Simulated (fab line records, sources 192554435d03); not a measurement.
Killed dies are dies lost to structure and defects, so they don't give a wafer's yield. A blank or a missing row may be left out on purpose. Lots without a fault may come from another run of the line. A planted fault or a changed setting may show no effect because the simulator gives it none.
Which tool did it? | flow n5_finfet | 12 lots, 36 wafers sampled, at 4 steps of a route of 1938

WHAT THE GAUGES READ, wafer by wafer
N5_BEOL_M4_OCD_MEAS_38.
lot  | measured     | on     | trench_depth_nm (nm)
L074 | day 8 13:10  | ocd-02 | 55.9 55.7 55.5
L078 | day 8 19:59  | ocd-01 | 56.7 57.0 57.5
L079 | day 9 12:48  | ocd-01 | 56.7 56.2 56.4
L081 | day 10 17:29 | ocd-01 | 55.2 56.8 56.0
L083 | day 11 06:02 | ocd-02 | 56.7 57.2 56.6
L085 | day 12 06:42 | ocd-02 | 55.7 56.9 54.7
L088 | day 12 14:25 | ocd-02 | 57.0 56.8 56.2
L089 | day 13 00:30 | ocd-01 | 53.9 54.4 56.0
L091 | day 13 06:04 | ocd-01 | 55.4 57.3 56.4
L092 | day 13 15:05 | ocd-01 | 54.6 56.4 55.3
L094 | day 14 02:23 | ocd-02 | 54.6 53.6 55.9
L097 | day 15 05:48 | ocd-01 | 54.8 55.8 55.2

WHICH TOOL RAN EACH LOT (tool, then ch and the chambers of the sampled wafers, then the start)
lot  | N5_BEOL_M3_PRE_CLEAN_60          | N5_BEOL_M3_DEP_57               | N5_BEOL_M4_STRIP_19
L074 | cvd_co-02 ch 1,2, day 8 06:41    | pecvd-01 ch 0,2, day 8 06:50    | rie_diel-03 ch 1,2, day 8 08:35
L078 | cvd_co-01 ch 0,2, day 8 11:18    | pecvd-01 ch 0,1, day 8 11:28    | rie_diel-04 ch 1,3, day 8 13:39
L079 | cvd_co-01 ch 1,2, day 8 20:42    | pecvd-01 ch 0,1,2, day 8 20:52  | rie_diel-04 ch 2,3, day 8 23:12
L081 | cvd_co-01 ch 0,1, day 9 00:53    | pecvd-03 ch 0,1,2, day 9 01:03  | rie_diel-01 ch 0,2, day 9 06:11
L083 | cvd_co-02 ch 1,2, day 11 01:16   | pecvd-04 ch 0,1,2, day 11 01:26 | rie_diel-01 ch 1,3, day 11 04:12
L085 | cvd_co-01 ch 0,1, day 11 20:46   | pecvd-04 ch 0,2, day 11 20:55   | rie_diel-03 ch 0,1, day 11 23:14
L088 | cvd_co-02 ch 0,2, day 12 07:40   | pecvd-03 ch 0,1,2, day 12 07:49 | rie_diel-04 ch 0,3, day 12 11:05
L089 | cvd_co-02 ch 0,1, day 12 10:17   | pecvd-04 ch 0,1,2, day 12 10:27 | rie_diel-03 ch 0,1,3, day 12 12:21
L091 | cvd_co-02 ch 0,1,2, day 12 12:23 | pecvd-03 ch 0,1, day 12 12:33   | rie_diel-04 ch 0,1,2, day 12 15:21
L092 | cvd_co-01 ch 0,1,2, day 12 21:50 | pecvd-03 ch 0,2, day 12 22:00   | rie_diel-03 ch 0,1,3, day 12 23:14
L094 | cvd_co-02 ch 0,1,2, day 13 04:28 | pecvd-04 ch 0,1,2, day 13 04:38 | rie_diel-01 ch 0,2,3, day 13 07:27
L097 | cvd_co-02 ch 0,1, day 14 19:12   | pecvd-03 ch 0,1,2, day 14 19:22 | rie_diel-01 ch 0,1,2, day 14 21:13
- N5_BEOL_M3_PRE_CLEAN_60: time 15 s.
- N5_BEOL_M3_DEP_57: deposits SiCN from 3MS/NH3, target thk 8 nm, time 14 s.
- N5_BEOL_M4_STRIP_19: strips in O2.

THE ANSWER, worked out from the rows above alone
Rule: what is usual is taken from the lots themselves. Put in order of their means at a reading, lots are off if they are a third of the lots or fewer, leave a main group of 4 or more, and stand apart from it by a gap of 3 or more times the standard deviation of the main group's means; of several such gaps the widest counts. A main group whose means are all the same, to the digits that the tables above print for the reading, isn't used. A lot without any number at a reading at which 4 lots or more have one is off too. The other lots that the step has rows for count as sound.
No lot is off at any reading shown: from this, nothing can be told.

WHAT THE SIMULATOR HAD PUT IN
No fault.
